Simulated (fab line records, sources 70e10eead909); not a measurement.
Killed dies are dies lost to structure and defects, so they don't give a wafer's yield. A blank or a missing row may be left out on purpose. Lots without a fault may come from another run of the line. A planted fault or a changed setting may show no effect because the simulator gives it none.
fab line records | flow nand_harc
record lots=14 wafers=42 last_day=34
route steps=1302 shown A_DECK1_JOINT@527 A_ONON_D2@545
lots that met no fault: from a run of the same line without faults
start_h: hours from the record's first day to the start of the lot's first wafer shown | wait_h: hours since the lot's step before | " the same as in the row above | L1.1+2: a row that stands for several wafers | - no value, or no start given | * or withheld: withheld | < > ~ a bound
route shown NAME@n: a module of which the file shows steps, and the number in the route of the first | usual: mean/standard deviation of fault-free wafers | same: alike in all rows | chamber/n: place in a boat | sites: the reading at each site | _std_site: their standard deviation | _edge_site: outer sites' mean less inner sites' | radius_mm: how far each site lies from the wafer's centre | mask NAME#n: copy n | behind: the tool/chamber that last shaped the wafer | hold: why the lot was held/for how many hours/how that ended | device: the transistor (n, p or np) that didn't switch | end of line: the same wafers' tests at the end of the route | a step without rows: its recipe alone | killed: dies lost to structure and defects at the first sort, not the wafer's yield | map: a wafer's dies, x killed, . not, _ none there
set.NAME: the setting as run; set.NAME@STEP: as run at that earlier step | model.NAME: the simulator's own value behind a step, which no gauge read
steps of the route over a sample of lots; a table a step, a row a wafer
services: from which hour (start_h, from the record's first day; less than 0 if before it) a tool's chamber was out of use, for how many hours, and why
## steps
# step NHARC_A_DECK1_JOINT_CMP_13
# recipe target_thk_nm=51.023
# usual motor_current_A=12.2/1.5 retaining_ring_pressure_frac=1.000/0.0049 time_to_endpoint_s=9.8/2.3
# columns lot.wafer tool chamber start_h wait_h motor_current_A retaining_ring_pressure_frac time_to_endpoint_s
L320.1 cmp-01 0 244.24 0.4 10.4 0.996 12.0
L320.3 " 1 " " 12.9 1.004 13.3
L320.5 " 1 " " 12.5 1.010 10.9
L323.1 cmp-01 0 276.12 0.4 10.4 1.004 9.3
L323.6 " 2 " " 15.3 0.998 10.2
L323.5 " 3 " " 14.5 1.007 10.7
L322.1 cmp-04 1 280.55 0.4 12.0 1.008 9.1
L322.4 " 2 " " 11.7 1.002 10.1
L322.5 " 0 " " 12.5 0.996 8.4
L327.3 cmp-04 1 305.49 0.4 12.3 1.005 12.6
L327.4 " 3 " " 11.1 1.003 14.2
L327.5 " 1 " " 12.6 0.998 10.1
L326.3 cmp-02 0 305.51 0.4 11.6 0.996 8.8
L326.6 " 3 " " 14.0 1.010 9.5
L326.5 " 0 " " 11.0 1.001 6.4
L332.4 cmp-04 2 378.63 0.4 11.7 1.001 9.9
L332.1 " 3 " " 10.4 1.001 9.4
L332.2 " 0 " " 11.5 1.003 13.7
L335.2 cmp-01 1 398.54 0.4 12.6 1.000 9.5
L335.1 " 0 " " 10.4 0.989 12.7
L335.6 " 1 " " 12.5 1.002 9.7
L334.1 cmp-02 0 398.62 0.4 11.0 1.005 10.5
L334.5 " 1 " " 12.2 1.009 12.7
L334.6 " 2 " " 10.7 0.994 11.1
L337.2 cmp-04 0 420.45 0.4 11.9 0.997 11.7
L337.4 " 1 " " 12.5 0.995 12.1
L337.1 " 2 " " 11.8 1.008 10.6
L340.4 cmp-04 2 447.01 0.4 11.9 1.000 10.0
L340.2 " 3 " " 11.1 1.004 9.7
L340.3 " 1 " " 12.3 1.004 11.0
L339.3 cmp-02 1 447.04 0.4 12.3 1.001 12.7
L339.2 " 2 " " 10.5 1.000 10.6
L339.5 " 0 " " 11.3 0.996 15.2
L341.3 cmp-02 0 463.58 0.4 11.0 1.007 11.5
L341.2 " 1 " " 12.8 1.003 11.7
L341.1 " 2 " " 9.9 1.000 10.1
L342.2 cmp-02 0 480.60 0.4 11.1 1.005 11.4
L342.1 " 1 " " 11.7 0.999 9.4
L342.5 " 2 " " 10.8 1.003 11.6
L343.4 cmp-01 3 489.59 0.4 14.1 1.004 10.1
L343.2 " 2 " " 15.3 0.998 5.3
L343.6 " 0 " " 10.0 1.006 6.9
# step NHARC_A_DECK1_JOINT_DEP_16
# recipe target_thk_a=450 temp_c=400 pressure_torr=6.5 rf_w=900 teos_flow_sccm=161.4 flow_sccm=2650 target_thk_nm=45 gas=O2 material=SiO2
# usual chamber_pressure_Torr=6.500/0.014 heater_power_outer_w=315/70 heater_power_w=565/110 throttle_valve_pct=16.0/0.41
# columns lot.wafer tool chamber start_h wait_h chamber_pressure_Torr heater_power_outer_w heater_power_w throttle_valve_pct
L320.3 pecvd-03 2 267.80 0.1 6.516 308 571 15.4
L320.1 " 0 " " 6.490 239 458 15.8
L320.5 " 0 " " 6.498 245 472 16.0
L323.1 pecvd-03 0 297.74 0.1 6.484 207 432 15.6
L323.6 " 1 " " 6.492 396 662 15.8
L323.5 " 0 " " 6.513 212 435 16.0
L322.1 pecvd-02 2 306.64 0.1 6.491 340 580 16.4
L322.4 " 0 " " 6.488 289 565 16.9
L322.5 " 1 " " 6.492 287 525 15.5
L326.3 pecvd-03 0 331.96 0.1 6.488 205 430 16.0
L326.6 " 2 " " 6.521 308 576 15.6
L326.5 " 1 " " 6.496 408 638 16.3
L327.4 pecvd-04 2 332.02 0.2 6.506 229 417 15.8
L327.3 " 1 " " 6.483 392 725 16.1
L327.5 " 2 " " 6.513 240 410 16.1
L332.2 pecvd-03 0 409.97 0.1 6.491 227 463 16.0
L332.1 " 2 " " 6.517 385 697 15.9
L332.4 " 0 " " 6.490 227 453 16.3
L335.1 pecvd-02 0 421.27 0.1 6.480 292 559 16.5
L335.2 " 2 " " 6.510 262 461 15.4
L335.6 " 2 " " 6.504 259 464 15.6
L334.1 pecvd-04 0 421.48 0.1 6.474 327 540 16.6
L334.5 " 2 " " 6.496 251 428 16.1
L334.6 " 0 " " 6.509 324 536 16.5
L337.2 pecvd-02 0 444.81 0.1 6.507 325 623 16.5
L337.1 " 1 " " 6.495 277 516 15.2
L337.4 " 0 " " 6.527 322 622 16.5
L340.3 pecvd-03 1 468.60 0.1 6.515 344 573 16.8
L340.2 " 2 " " 6.492 389 704 15.8
L340.4 " 0 " " 6.505 260 497 16.3
L339.3 pecvd-02 1 468.62 0.1 6.536 300 529 15.7
L339.2 " 0 " " 6.479 251 517 16.4
L339.5 " 0 " " 6.488 262 531 16.5
L341.1 pecvd-04 1 489.09 0.1 6.505 456 866 16.2
L341.2 " 2 " " 6.500 290 489 15.9
L341.3 " 0 " " 6.497 343 574 16.7
L342.2 pecvd-03 0 505.93 0.1 6.497 225 469 16.3
L342.1 " 2 " " 6.508 344 624 15.9
L342.5 " 0 " " 6.485 238 482 16.2
L343.2 pecvd-02 0 515.97 0.1 6.498 342 633 16.5
L343.6 " 2 " " 6.515 239 437 15.9
L343.4 " 0 " " 6.491 340 650 16.5
# step NHARC_A_ONON_D2_DEP_00
# recipe target_thk_a=10000 n2_flow_sccm=2750 n2o_flow_sccm=2000 nh3_flow_sccm=500 sih4_flow_sccm=210 temp_c=400
# columns lot.wafer tool chamber start_h wait_h
L320.1+3+5 pecvd_onon-03 0 268.15 0.1
L323.1+5+6 pecvd_onon-03 0 298.07 0.1
L322.1+4+5 pecvd_onon-04 0 306.96 0.1
L326.3+5+6 pecvd_onon-04 0 332.43 0.2
L327.3+4+5 pecvd_onon-03 0 332.52 0.2
L332.1+2+4 pecvd_onon-04 0 410.35 0.1
L335.1+2+6 pecvd_onon-01 0 421.65 0.1
L334.1+5+6 pecvd_onon-04 0 421.97 0.2
L337.1+2+4 pecvd_onon-03 0 445.17 0.1
L340.2+3+4 pecvd_onon-03 0 469.04 0.1
L339.2+3+5 pecvd_onon-01 0 469.06 0.1
L341.1+2+3 pecvd_onon-03 0 489.47 0.1
L342.1+2+5 pecvd_onon-04 0 506.40 0.1
L343.2+4+6 pecvd_onon-03 0 516.38 0.1
# step NHARC_A_ONON_D2_THK_MEAS_02
# recipe thk_meas_gauge=ellipsometry
# usual thk_nm=998/12
# columns lot.wafer tool chamber start_h wait_h thk_nm
L320.1 film_metro-01 - 268.66 - 999
L320.3 " - " " 999
L320.5 " - " " 1000
L323.1 film_metro-01 - 298.57 - 1007
L323.5 " - " " 1006
L323.6 " - " " 1006
L322.1 film_metro-01 - 307.47 - 1000
L322.4 " - " " 1000
L322.5 " - " " 998
L326.3 film_metro-02 - 332.83 - 1008
L326.5 " - " " 1006
L326.6 " - " " 1004
L327.3 film_metro-01 - 332.91 - 995
L327.4 " - " " 994
L327.5 " - " " 995
L332.1 film_metro-02 - 410.87 - 1039
L332.2 " - " " 1039
L332.4 " - " " 1039
L335.1 film_metro-02 - 422.16 - 1010
L335.2 " - " " 1010
L335.6 " - " " 1011
L334.1 film_metro-02 - 422.48 - 1053
L334.5 " - " " 1055
L334.6 " - " " 1053
L337.1 film_metro-01 - 445.68 - 1002
L337.2 " - " " 1003
L337.4 " - " " 1001
L340.2 film_metro-01 - 469.49 - 999
L340.3 " - " " 996
L340.4 " - " " 998
L339.2 film_metro-02 - 469.51 - 984
L339.3 " - " " 983
L339.5 " - " " 985
L341.1 film_metro-01 - 489.98 - 996
L341.2 " - " " 997
L341.3 " - " " 998
L342.1 film_metro-02 - 506.92 - 1009
L342.2 " - " " 1009
L342.5 " - " " 1008
L343.2 film_metro-01 - 516.84 - 992
L343.4 " - " " 991
L343.6 " - " " 990
# step NHARC_A_ONON_D2_THK_MEAS_14
# recipe thk_meas_gauge=ellipsometry
# usual thk_nm=1003/11
# columns lot.wafer tool chamber start_h wait_h thk_nm
L320.1 film_metro-02 - 271.15 - 1007
L320.3 " - " " 1008
L320.5 " - " " 1006
L323.1 film_metro-02 - 300.83 - 1012
L323.5 " - " " 1010
L323.6 " - " " 1012
L322.1 film_metro-01 - 309.74 - 1019
L322.4 " - " " 1018
L322.5 " - " " 1016
L326.3 film_metro-02 - 335.09 - 1014
L326.5 " - " " 1013
L326.6 " - " " 1013
L327.3 film_metro-01 - 335.18 - 1000
L327.4 " - " " 1001
L327.5 " - " " 999
L332.1 film_metro-02 - 413.13 - 1013
L332.2 " - " " 1012
L332.4 " - " " 1012
L335.1 film_metro-02 - 424.46 - 1013
L335.2 " - " " 1014
L335.6 " - " " 1015
L334.1 film_metro-02 - 424.74 - 1010
L334.5 " - " " 1009
L334.6 " - " " 1009
L337.1 film_metro-02 - 447.96 - 1005
L337.2 " - " " 1005
L337.4 " - " " 1004
L340.2 film_metro-01 - 471.75 - 1005
L340.3 " - " " 1005
L340.4 " - " " 1006
L339.2 film_metro-02 - 471.78 - 999
L339.3 " - " " 998
L339.5 " - " " 1000
L341.1 film_metro-01 - 492.24 - 1000
L341.2 " - " " 1001
L341.3 " - " " 1000
L342.1 film_metro-02 - 509.18 - 1014
L342.2 " - " " 1015
L342.5 " - " " 1012
L343.2 film_metro-02 - 519.11 - 1000
L343.4 " - " " 1000
L343.6 " - " " 1000
## services
# columns tool chamber start_h hours kind
pecvd_onon-03 - 227.00 13.0 pm
pecvd-02 - 227.00 13.0 pm
cmp-02 - 232.50 4.0 pm
pecvd-03 1 260.06 2.0 repair
cmp-04 - 300.42 0.8 repair
cmp-04 - 307.00 4.0 pm
cmp-02 - 310.13 0.5 repair
pecvd_onon-04 - 311.23 13.0 pm
cmp-02 - 324.33 2.4 repair
cmp-02 - 330.50 4.0 pm
cmp-02 - 339.13 1.5 repair
cmp-02 - 356.38 6.5 repair
pecvd-03 - 366.00 13.0 pm
cmp-04 - 373.48 1.4 repair
cmp-02 - 376.62 0.8 repair
cmp-04 - 405.00 4.0 pm
pecvd_onon-03 - 408.00 13.0 pm
pecvd-02 - 408.00 13.0 pm
cmp-02 - 420.66 3.0 repair
cmp-02 - 428.50 4.0 pm
pecvd-02 2 459.89 5.5 repair
pecvd-02 1 491.94 5.6 repair
pecvd_onon-04 - 492.23 13.0 pm
pecvd-03 1 500.80 16.3 repair
## key
first_sign step=NHARC_A_ONON_D2_THK_MEAS_02 reading=thk_nm direction=up sigmas=4 usual=998 struck=1046
effect none on later readings
met_at NHARC_A_ONON_D2_DEP_00
struck_lots L332,L334
sort_left_out L332.1,L332.2,L332.4,L334.1,L334.5,L334.6
tester_left_out L332,L334
not_acting_at NHARC_A_DECK1_JOINT_CMP_13,NHARC_A_DECK1_JOINT_DEP_16,NHARC_A_ONON_D2_THK_MEAS_14
onset_between 332.43 410.35
fault kind=process_parameter_drift tool=pecvd_onon-04 chamber=- onset_h=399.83 steps=NHARC_A_ONON_D2_DEP_00 channel=target_thk_a offset=* shape=step end_h=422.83 acts_in=* stated=*
# tester_left_out: of these lots the tester's yield and bins aren't shown, on N5 and GAA mostly nor the transistor test; their killed dies are dies lost to structure and defects alone, not to doping, threshold or leakage, so they don't give the yield
# sort_left_out: the simulated sort isn't trusted on such a fault, so these wafers' sort isn't shown, and their yield isn't known
